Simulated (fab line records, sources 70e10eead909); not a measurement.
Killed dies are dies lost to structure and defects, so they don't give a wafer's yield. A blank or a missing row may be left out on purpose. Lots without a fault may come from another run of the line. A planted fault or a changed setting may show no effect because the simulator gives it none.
Which tool did it? | flow nand_harc | 24 lots, 72 wafers sampled, at 6 steps of a route of 1302

WHAT THE GAUGES READ, wafer by wafer
The record holds no reading of a measuring or inspecting step that can be judged against a usual standard deviation.

WHICH TOOL RAN EACH LOT (tool, then ch and the chambers of the sampled wafers, then the start)
lot  | NHARC_A_SGD_CUT_CMP_21        | NHARC_A_SLIT_DEP_00           | NHARC_A_SLIT_ETCH_29               | NHARC_A_WL_FILL_ALD_02              | NHARC_A_WL_FILL_STRIP_29           | NHARC_A_WL_FILL_CMP_12
L074 | cmp-02 ch 0,1, day 19 08:28   | acl_dep-01 ch 0, day 19 10:14 | rie_diel-01 ch 1,2, day 19 19:59   | ald_metal-01 ch 0,1,3, day 20 03:46 | rie_diel-04 ch 0,1,3, day 20 15:29 | cmp-02 ch 0,1,3, day 20 21:24
L075 | cmp-04 ch 1,2, day 19 08:28   | acl_dep-03 ch 0, day 19 10:57 | rie_diel-09 ch 0,1,3, day 19 23:46 | ald_metal-01 ch 0,1, day 20 07:26   | rie_diel-05 ch 0,1,2, day 20 18:15 | cmp-02 ch 0,1,3, day 21 00:11
L076 | cmp-04 ch 1,2,3, day 20 03:15 | acl_dep-03 ch 0, day 20 04:37 | rie_diel-12 ch 0,2,3, day 20 15:04 | ald_metal-01 ch 0,1,2, day 20 22:44 | rie_diel-07 ch 0,1,2, day 21 10:25 | cmp-04 ch 0,2,3, day 21 17:30
L077 | cmp-02 ch 0,2,3, day 20 20:40 | acl_dep-03 ch 0, day 20 21:44 | rie_diel-12 ch 2,3, day 21 08:02   | ald_metal-02 ch 0,1,2, day 21 15:54 | rie_diel-04 ch 1,2,3, day 22 08:19 | cmp-02 ch 0,2,3, day 22 14:21
L078 | cmp-04 ch 2,3, day 21 04:20   | acl_dep-01 ch 0, day 21 10:45 | rie_diel-12 ch 0,2,3, day 21 19:47 | ald_metal-04 ch 0,1,3, day 22 04:20 | rie_diel-07 ch 1,2,3, day 22 15:37 | cmp-04 ch 0,2,3, day 22 21:34
L080 | cmp-02 ch 0,1,2, day 21 12:13 | acl_dep-02 ch 0, day 21 18:18 | rie_diel-09 ch 0,2,3, day 22 05:04 | ald_metal-02 ch 1,2, day 22 12:45   | rie_diel-07 ch 0,1, day 22 23:41   | cmp-02 ch 0,2,3, day 23 05:38
L079 | cmp-04 ch 0,1,2, day 21 15:54 | acl_dep-02 ch 0, day 21 22:04 | rie_diel-12 ch 1,2,3, day 22 08:31 | ald_metal-04 ch 0,1,3, day 22 17:34 | rie_diel-05 ch 0,2,3, day 23 04:55 | cmp-02 ch 0,2,3, day 23 10:51
L083 | cmp-01 ch 0,1,3, day 22 19:46 | acl_dep-03 ch 0, day 22 21:32 | rie_diel-09 ch 0,2,3, day 23 07:17 | ald_metal-01 ch 1,2,3, day 23 15:09 | rie_diel-07 ch 0,2,3, day 24 07:49 | cmp-03 ch 0,2,3, day 24 13:08
L081 | cmp-04 ch 1,2, day 22 19:46   | acl_dep-02 ch 0, day 22 22:11 | rie_diel-12 ch 0,1,3, day 23 07:46 | ald_metal-02 ch 0,1, day 23 15:00   | rie_diel-07 ch 0,1,2, day 24 07:06 | cmp-04 ch 1,2, day 24 12:59
L082 | cmp-02 ch 0,1,2, day 22 19:48 | acl_dep-01 ch 0, day 22 23:58 | rie_diel-01 ch 0,2,3, day 23 11:05 | ald_metal-04 ch 0,1,2, day 23 20:16 | rie_diel-05 ch 0,1, day 24 07:11   | cmp-03 ch 1,2,3, day 24 12:58
L085 | cmp-04 ch 0,1,2, day 24 08:13 | acl_dep-02 ch 0, day 24 09:19 | rie_diel-12 ch 0,1,3, day 24 19:59 | ald_metal-02 ch 1,2, day 25 03:25   | rie_diel-04 ch 2,3, day 25 14:32   | cmp-02 ch 1,2,3, day 25 20:28
L084 | cmp-01 ch 1,2,3, day 24 08:16 | acl_dep-03 ch 0, day 24 09:19 | rie_diel-09 ch 0,1,2, day 24 19:42 | ald_metal-01 ch 0,1, day 25 03:24   | rie_diel-07 ch 0,1, day 25 14:31   | cmp-03 ch 0,2,3, day 25 20:34
L086 | cmp-04 ch 1,2, day 24 08:20   | acl_dep-03 ch 0, day 24 16:01 | rie_diel-01 ch 1,2,3, day 25 01:11 | ald_metal-04 ch 0,2, day 25 08:53   | rie_diel-04 ch 0,1, day 25 20:10   | cmp-02 ch 0,2, day 26 02:25
L087 | cmp-04 ch 1,3, day 24 17:31   | acl_dep-03 ch 0, day 25 00:01 | rie_diel-12 ch 1,2,3, day 25 09:40 | ald_metal-01 ch 0,2,3, day 25 17:30 | rie_diel-05 ch 0,2, day 26 04:43   | cmp-04 ch 1,3, day 26 10:43
L089 | cmp-04 ch 0,1,2, day 25 04:36 | acl_dep-02 ch 0, day 25 08:22 | rie_diel-09 ch 0,1,3, day 25 17:45 | ald_metal-04 ch 0,1,2, day 26 01:31 | rie_diel-05 ch 0,1, day 26 15:17   | cmp-02 ch 1,2,3, day 26 21:14
L088 | cmp-04 ch 1,2, day 25 04:42   | acl_dep-03 ch 0, day 25 08:06 | rie_diel-01 ch 0,1,2, day 25 17:52 | ald_metal-02 ch 0,1,2, day 26 01:25 | rie_diel-04 ch 0,2, day 26 15:32   | cmp-03 ch 1,2,3, day 26 21:13
L091 | cmp-04 ch 0,1, day 26 11:59   | acl_dep-01 ch 0, day 26 13:43 | rie_diel-01 ch 0,1, day 26 23:35   | ald_metal-01 ch 2,3, day 27 07:18   | rie_diel-04 ch 0,3, day 27 18:57   | cmp-03 ch 0,1,2, day 28 01:09
L090 | cmp-01 ch 1,2,3, day 26 12:01 | acl_dep-03 ch 0, day 26 16:48 | rie_diel-09 ch 0,2,3, day 27 02:35 | ald_metal-02 ch 0,2,3, day 27 12:07 | rie_diel-04 ch 0,1,3, day 27 22:53 | cmp-04 ch 2,3, day 28 04:53
L092 | cmp-02 ch 0,2, day 27 13:57   | acl_dep-02 ch 0, day 27 16:34 | rie_diel-12 ch 0,2, day 28 02:14   | ald_metal-02 ch 0,3, day 28 09:56   | rie_diel-05 ch 0,2,3, day 28 22:54 | cmp-03 ch 2,3, day 29 04:53
L093 | cmp-01 ch 0,3, day 27 13:58   | acl_dep-01 ch 0, day 27 17:41 | rie_diel-09 ch 0,3, day 28 04:11   | ald_metal-04 ch 0,1, day 28 15:11   | rie_diel-04 ch 0,2, day 29 04:12   | cmp-04 ch 2,3, day 29 10:22
L097 | cmp-04 ch 1,2,3, day 28 08:23 | acl_dep-01 ch 0, day 28 12:38 | rie_diel-12 ch 0,2,3, day 29 02:04 | ald_metal-02 ch 2,3, day 29 09:26   | rie_diel-04 ch 0,2, day 29 20:56   | cmp-03 ch 0,2,3, day 30 02:51
L096 | cmp-01 ch 1,2,3, day 28 08:23 | acl_dep-02 ch 0, day 28 09:30 | rie_diel-09 ch 1,2, day 28 22:17   | ald_metal-04 ch 0,2,3, day 29 06:08 | rie_diel-07 ch 0,1,2, day 29 18:41 | cmp-02 ch 1,2,3, day 30 00:29
L095 | cmp-02 ch 0,3, day 28 08:24   | acl_dep-03 ch 0, day 28 12:22 | rie_diel-01 ch 0,1,2, day 29 01:47 | ald_metal-01 ch 0,2,3, day 29 09:40 | rie_diel-05 ch 0,3, day 29 18:47   | cmp-04 ch 0,2,3, day 30 00:37
L094 | cmp-02 ch 0,1, day 28 14:01   | acl_dep-02 ch 0, day 28 17:43 | rie_diel-01 ch 1,2,3, day 29 05:55 | ald_metal-01 ch 0,3, day 29 13:41   | rie_diel-05 ch 1,2, day 30 02:50   | cmp-03 ch 1,2,3, day 30 08:49
- NHARC_A_SGD_CUT_CMP_21: polishes, target thk 148.19 nm.
- NHARC_A_SLIT_DEP_00: deposits aC, target thk 6200 nm.
- NHARC_A_SLIT_ETCH_29: etches the open film in CF4/O2, target depth 100 nm, overetch 10 nm, time 55 s.
- NHARC_A_WL_FILL_ALD_02: deposits TiN, target thk 2 nm, pulse time 3 s, ald cycles 100.
- NHARC_A_WL_FILL_STRIP_29: strips in O2, time 20 s.
- NHARC_A_WL_FILL_CMP_12: polishes, t overpolish 30 s, target thk 100 nm.

WHAT THE TOOLS THEMSELVES READ (means of the sampled wafers that have a number; where no wafer has one, the mark that the record gives instead)
NHARC_A_SGD_CUT_CMP_21. Usual: motor_current_A 12.6 A, standard deviation 0.65; time_to_endpoint_s 50.0 s, standard deviation 2.2.
lot  | tool   | motor_current_A (A) | time_to_endpoint_s (s) | flag
L074 | cmp-02 | 12.7                | 47.7                   |
L075 | cmp-04 | 12.1                | 50.1                   |
L076 | cmp-04 | 12.3                | 52.3                   |
L077 | cmp-02 | 13.0                | 51.8                   |
L078 | cmp-04 | 12.6                | 48.0                   |
L080 | cmp-02 | 13.0                | 49.1                   |
L079 | cmp-04 | 12.3                | 49.4                   |
L083 | cmp-01 | 12.4                | 49.3                   |
L081 | cmp-04 | 11.9                | 48.0                   |
L082 | cmp-02 | 12.9                | 50.4                   |
L085 | cmp-04 | 12.3                | 46.7                   |
L084 | cmp-01 | 12.2                | 50.4                   |
L086 | cmp-04 | 12.3                | 49.6                   |
L087 | cmp-04 | 13.1                | 50.0                   |
L089 | cmp-04 | 12.2                | 49.0                   |
L088 | cmp-04 | 12.5                | 50.3                   |
L091 | cmp-04 | 12.5                | 50.6                   |
L090 | cmp-01 | 12.6                | 53.2                   |
L092 | cmp-02 | 12.2                | 50.8                   |
L093 | cmp-01 | 12.1                | 47.6                   |
L097 | cmp-04 | 12.6                | 53.3                   |
L096 | cmp-01 | 12.5                | 48.1                   |
L095 | cmp-02 | 12.7                | 52.3                   |
L094 | cmp-02 | 12.5                | 50.1                   |

NHARC_A_SLIT_DEP_00. Usual: throttle_valve_pct 35.001 %, standard deviation 0.0089.
lot  | tool       | throttle_valve_pct (%) | flag
L074 | acl_dep-01 | 35.000                 |
L075 | acl_dep-03 | 35.001                 |
L076 | acl_dep-03 | 35.002                 |
L077 | acl_dep-03 | 35.006                 |
L078 | acl_dep-01 | 35.002                 |
L080 | acl_dep-02 | 35.008                 |
L079 | acl_dep-02 | 34.999                 |
L083 | acl_dep-03 | 35.000                 |
L081 | acl_dep-02 | 34.997                 |
L082 | acl_dep-01 | 35.001                 |
L085 | acl_dep-02 | 35.004                 |
L084 | acl_dep-03 | 35.006                 |
L086 | acl_dep-03 | 34.998                 |
L087 | acl_dep-03 | 34.996                 |
L089 | acl_dep-02 | 34.991                 |
L088 | acl_dep-03 | 34.996                 |
L091 | acl_dep-01 | 34.994                 |
L090 | acl_dep-03 | 34.999                 |
L092 | acl_dep-02 | 34.997                 |
L093 | acl_dep-01 | 34.995                 |
L097 | acl_dep-01 | 34.999                 |
L096 | acl_dep-02 | 35.005                 |
L095 | acl_dep-03 | 35.007                 |
L094 | acl_dep-02 | 35.005                 |

NHARC_A_SLIT_ETCH_29. Usual: drypump_motor_current_A 5.8 A, standard deviation 0.51; o2_flow_sccm 20.00 sccm, standard deviation 0.059; oes_product_au 1.002 a.u., standard deviation 0.007; rf_vpp_V 198.0 V, standard deviation 1.3; showerhead_plenum_p_Torr 1.35 Torr, standard deviation 0.056; throttle_valve_pct 13.398 %, standard deviation 0.009.
lot  | tool        | drypump_motor_current_A (A) | o2_flow_sccm (sccm) | oes_product_au (a.u.) | rf_vpp_V (V) | showerhead_plenum_p_Torr (Torr) | throttle_valve_pct (%) | flag
L074 | rie_diel-01 | 5.4                         | 20.00               | 1.004                 | 199.0        | 1.36                            | 13.398                 |
L075 | rie_diel-09 | 6.2                         | 20.02               | 0.996                 | 198.5        | 1.37                            | 13.402                 |
L076 | rie_diel-12 | 5.7                         | 20.01               | 1.009                 | 197.3        | 1.31                            | 13.396                 |
L077 | rie_diel-12 | 5.9                         | 20.02               | 0.998                 | 197.6        | 1.35                            | 13.398                 |
L078 | rie_diel-12 | 5.7                         | 20.01               | 0.998                 | 196.7        | 1.31                            | 13.395                 |
L080 | rie_diel-09 | 6.0                         | 19.97               | 1.002                 | 199.4        | 1.39                            | 13.412                 |
L079 | rie_diel-12 | 5.8                         | 20.05               | 1.004                 | 198.1        | 1.34                            | 13.402                 |
L083 | rie_diel-09 | 6.0                         | 20.04               | 1.007                 | 199.0        | 1.39                            | 13.397                 |
L081 | rie_diel-12 | 5.5                         | 19.98               | 1.006                 | 197.7        | 1.30                            | 13.395                 |
L082 | rie_diel-01 | 5.6                         | 19.98               | 0.995                 | 198.5        | 1.35                            | 13.397                 |
L085 | rie_diel-12 | 5.6                         | 19.99               | 1.006                 | 197.7        | 1.30                            | 13.406                 |
L084 | rie_diel-09 | 6.2                         | 20.00               | 0.999                 | 198.0        | 1.35                            | 13.400                 |
L086 | rie_diel-01 | 5.7                         | 19.98               | 1.001                 | 197.6        | 1.36                            | 13.394                 |
L087 | rie_diel-12 | 5.8                         | 19.99               | 1.004                 | 197.2        | 1.34                            | 13.398                 |
L089 | rie_diel-09 | 6.2                         | 19.98               | 1.006                 | 199.1        | 1.37                            | 13.392                 |
L088 | rie_diel-01 | 5.2                         | 20.02               | 0.996                 | 198.2        | 1.39                            | 13.407                 |
L091 | rie_diel-01 | 5.2                         | 19.97               | 0.997                 | 199.4        | 1.42                            | 13.403                 |
L090 | rie_diel-09 | 6.0                         | 20.04               | 1.000                 | 199.0        | 1.39                            | 13.390                 |
L092 | rie_diel-12 | 5.3                         | 20.00               | 1.012                 | 196.5        | 1.28                            | 13.390                 |
L093 | rie_diel-09 | 6.0                         | 19.99               | 1.000                 | 199.5        | 1.42                            | 13.392                 |
L097 | rie_diel-12 | 5.7                         | 19.98               | 1.010                 | 197.1        | 1.30                            | 13.394                 |
L096 | rie_diel-09 | 6.5                         | 19.99               | 1.002                 | 196.9        | 1.30                            | 13.404                 |
L095 | rie_diel-01 | 5.2                         | 20.02               | 1.005                 | 198.7        | 1.38                            | 13.397                 |
L094 | rie_diel-01 | 5.7                         | 20.01               | 1.002                 | 197.8        | 1.36                            | 13.396                 |

NHARC_A_WL_FILL_ALD_02. Usual: heater_power_w 1177 W, standard deviation 130; precursor_pulse_height_rel 0.997, standard deviation 0.02.
lot  | tool         | heater_power_w (W) | precursor_pulse_height_rel | flag
L074 | ald_metal-01 | 1184               | 0.997                      |
L075 | ald_metal-01 | 1148               | 1.001                      |
L076 | ald_metal-01 | 1209               | 0.994                      |
L077 | ald_metal-02 | 1193               | 0.991                      |
L078 | ald_metal-04 | 1105               | 0.981                      |
L080 | ald_metal-02 | 1071               | 0.985                      |
L079 | ald_metal-04 | 1088               | 0.993                      |
L083 | ald_metal-01 | 1164               | 0.999                      |
L081 | ald_metal-02 | 1224               | 0.995                      |
L082 | ald_metal-04 | 1153               | 1.004                      |
L085 | ald_metal-02 | 1101               | 1.008                      |
L084 | ald_metal-01 | 1137               | 0.989                      |
L086 | ald_metal-04 | 1160               | 0.998                      |
L087 | ald_metal-01 | 1300               | 0.996                      |
L089 | ald_metal-04 | 1175               | 0.991                      |
L088 | ald_metal-02 | 1194               | 0.996                      |
L091 | ald_metal-01 | 1241               | 1.002                      |
L090 | ald_metal-02 | 1147               | 0.989                      |
L092 | ald_metal-02 | 1255               | 1.003                      |
L093 | ald_metal-04 | 1117               | 1.014                      |
L097 | ald_metal-02 | 1016               | 1.022                      |
L096 | ald_metal-04 | 1125               | 0.980                      |
L095 | ald_metal-01 | 1314               | 1.005                      |
L094 | ald_metal-01 | 1312               | 0.995                      |

NHARC_A_WL_FILL_STRIP_29. Usual: drypump_motor_current_A 5.8 A, standard deviation 0.57; o2_flow_sccm 499.7 sccm, standard deviation 1.4; oes_product_au 1.000 a.u., standard deviation 0.0078; rf_vpp_V 57.9 V, standard deviation 0.97; showerhead_plenum_p_Torr 3.57 Torr, standard deviation 0.14; throttle_valve_pct 17.036 %, standard deviation 0.01.
lot  | tool        | drypump_motor_current_A (A) | o2_flow_sccm (sccm) | oes_product_au (a.u.) | rf_vpp_V (V) | showerhead_plenum_p_Torr (Torr) | throttle_valve_pct (%) | flag
L074 | rie_diel-04 | 5.9                         | 501.0               | 0.997                 | 58.0         | 3.55                            | 17.033                 |
L075 | rie_diel-05 | 5.8                         | 497.9               | 1.000                 | 57.3         | 3.50                            | 17.032                 |
L076 | rie_diel-07 | 5.6                         | 499.4               | 0.999                 | 58.9         | 3.63                            | 17.028                 |
L077 | rie_diel-04 | 6.1                         | 500.2               | 0.990                 | 57.6         | 3.59                            | 17.028                 |
L078 | rie_diel-07 | 6.0                         | 500.0               | 1.013                 | 57.3         | 3.59                            | 17.041                 |
L080 | rie_diel-07 | 5.2                         | 499.1               | 1.000                 | 58.0         | 3.61                            | 17.040                 |
L079 | rie_diel-05 | 5.5                         | 499.0               | 0.992                 | 57.2         | 3.45                            | 17.022                 |
L083 | rie_diel-07 | 5.6                         | 500.6               | 1.011                 | 56.9         | 3.52                            | 17.044                 |
L081 | rie_diel-07 | 5.6                         | 499.6               | 1.006                 | 58.3         | 3.63                            | 17.031                 |
L082 | rie_diel-05 | 5.9                         | 499.5               | 0.995                 | 57.3         | 3.64                            | 17.037                 |
L085 | rie_diel-04 | 6.6                         | 499.3               | 1.001                 | 58.3         | 3.54                            | 17.039                 |
L084 | rie_diel-07 | 5.2                         | 499.1               | 1.005                 | 57.5         | 3.60                            | 17.044                 |
L086 | rie_diel-04 | 5.4                         | 499.4               | 1.005                 | 58.3         | 3.59                            | 17.046                 |
L087 | rie_diel-05 | 5.3                         | 498.1               | 1.005                 | 57.1         | 3.40                            | 17.037                 |
L089 | rie_diel-05 | 5.4                         | 500.7               | 0.994                 | 57.8         | 3.54                            | 17.028                 |
L088 | rie_diel-04 | 6.0                         | 499.8               | 1.000                 | 58.8         | 3.74                            | 17.030                 |
L091 | rie_diel-04 | 6.3                         | 499.6               | 1.003                 | 57.3         | 3.51                            | 17.045                 |
L090 | rie_diel-04 | 5.8                         | 499.7               | 0.995                 | 58.1         | 3.55                            | 17.034                 |
L092 | rie_diel-05 | 5.5                         | 499.4               | 0.996                 | 57.1         | 3.45                            | 17.035                 |
L093 | rie_diel-04 | 5.7                         | 500.8               | 0.999                 | 58.2         | 3.71                            | 17.043                 |
L097 | rie_diel-04 | 6.0                         | 500.6               | 0.997                 | 58.4         | 3.74                            | 17.045                 |
L096 | rie_diel-07 | 5.6                         | 499.0               | 0.991                 | 58.5         | 3.62                            | 17.028                 |
L095 | rie_diel-05 | 5.3                         | 499.9               | 0.989                 | 57.3         | 3.54                            | 17.037                 |
L094 | rie_diel-05 | 6.3                         | 500.9               | 1.002                 | 57.5         | 3.58                            | 17.042                 |

NHARC_A_WL_FILL_CMP_12. Usual: motor_current_A 12.7 A, standard deviation 0.73; overpolish_run_s 30.000 s, standard deviation 0.0095; time_to_endpoint_s 19.6 s, standard deviation 1.9.
lot  | tool   | motor_current_A (A) | overpolish_run_s (s) | time_to_endpoint_s (s) | flag
L074 | cmp-02 | 12.7                | 30.005               | 21.5                   |
L075 | cmp-02 | 12.5                | 30.003               | 20.0                   |
L076 | cmp-04 | 12.9                | 30.000               | 20.3                   |
L077 | cmp-02 | 13.5                | 29.995               | 20.4                   |
L078 | cmp-04 | 12.7                | 30.001               | 19.1                   |
L080 | cmp-02 | 13.2                | 30.003               | 23.7                   |
L079 | cmp-02 | 13.4                | 29.987               | 19.4                   |
L083 | cmp-03 | 12.7                | 29.997               | 21.6                   |
L081 | cmp-04 | 12.2                | 29.995               | 21.0                   |
L082 | cmp-03 | 12.1                | 30.000               | 20.6                   |
L085 | cmp-02 | 13.6                | 29.997               | 18.8                   |
L084 | cmp-03 | 12.6                | 29.990               | 21.7                   |
L086 | cmp-02 | 12.4                | 29.995               | 22.2                   |
L087 | cmp-04 | 13.3                | 29.991               | 20.3                   |
L089 | cmp-02 | 13.3                | 30.008               | 18.9                   |
L088 | cmp-03 | 12.3                | 30.004               | 17.9                   |
L091 | cmp-03 | 12.5                | 30.007               | 19.1                   |
L090 | cmp-04 | 12.7                | 30.007               | 22.0                   |
L092 | cmp-03 | 12.1                | 29.998               | 19.0                   |
L093 | cmp-04 | 13.1                | 30.006               | 18.9                   |
L097 | cmp-03 | 12.5                | 30.004               | 19.3                   |
L096 | cmp-02 | 13.1                | 30.009               | 18.1                   |
L095 | cmp-04 | 12.2                | 29.999               | 17.6                   |
L094 | cmp-03 | 12.5                | 30.007               | 16.6                   |

THE ANSWER, worked out from the rows above alone
Rule: a lot is off if the mean of its wafers that have a number lies more than 3 standard deviations from the usual mean. A lot without any number at a reading at which 4 lots or more have one is off too. The other lots that the step has rows for count as sound. The gauges are gone through in route order, then the tools' own readings, and for those a lot's mean is taken as printed above. The first step at which some lot is off is used, and at that step the reading that is off furthest; a lot without a number counts as furthest.
No lot is off at any reading shown: from this, nothing can be told.

WHAT THE SIMULATOR HAD PUT IN
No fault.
